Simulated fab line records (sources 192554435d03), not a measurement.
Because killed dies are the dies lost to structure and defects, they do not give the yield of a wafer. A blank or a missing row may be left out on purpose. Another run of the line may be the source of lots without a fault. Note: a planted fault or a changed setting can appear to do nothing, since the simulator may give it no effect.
Matching of chambers | flow n5 finfet | 4 sister chambers for N5_BEOL_M2_ETCH_63 on rie diel-01
The step etches SiARC in CF4, target depth 15.6 nm, time 26 s. 8 wafers are shown with their chamber, then 6 later ones without.

WAFERS WITH THEIR CHAMBER
wafer  | chamber | drypump motor current A (A) | throttle valve pct (%)
L823.1 | 1       | 5.2                         | 15.44
L823.3 | 0       | 6.4                         | 15.41
L823.6 | 1       | 5.2                         | 15.46
L825.1 | 0       | 6.4                         | 15.42
L825.2 | 2       | 4.9                         | 15.90
L825.4 | 3       | 5.3                         | 15.70
L830.1 | 3       | 5.3                         | 15.73
L830.3 | 2       | 5.0                         | 15.94

WAFERS WHOSE CHAMBER IS MISSING
wafer  | drypump motor current A (A) | throttle valve pct (%)
L830.6 | 4.9                         | 15.94
L833.1 | 5.2                         | 15.49
L833.5 | 5.0                         | 15.94
L832.2 | 5.2                         | 15.47
L832.3 | 5.3                         | 15.74
L832.4 | 5.0                         | 15.95

CHAMBER TAKEN BY EACH
wafer  | from the rows above | in truth
L830.6 | 2                   | 2
L833.1 | 1                   | 1
L833.5 | 2                   | 2
L832.2 | 1                   | 1
L832.3 | 3                   | 3
L832.4 | 2                   | 2
Correct placement for 6 of the 6. Number that these rows cannot place: 0. 0 placed wrongly.
How it was worked out, from the rows above alone: a wafer's distance from a chamber is the root of the sum, over the readings, of the square of ((its reading less the chamber's mean) divided by the reading's scatter). The wafer belongs to the nearest chamber; if the next one is less than 2 further off, it can't be placed. For every chamber, the mean is computed from those of its wafers that are shown. The scatter: take each reading less its chamber's mean, square it, sum over the shown wafers, divide by the number of wafers less the number of chambers, and take the root.
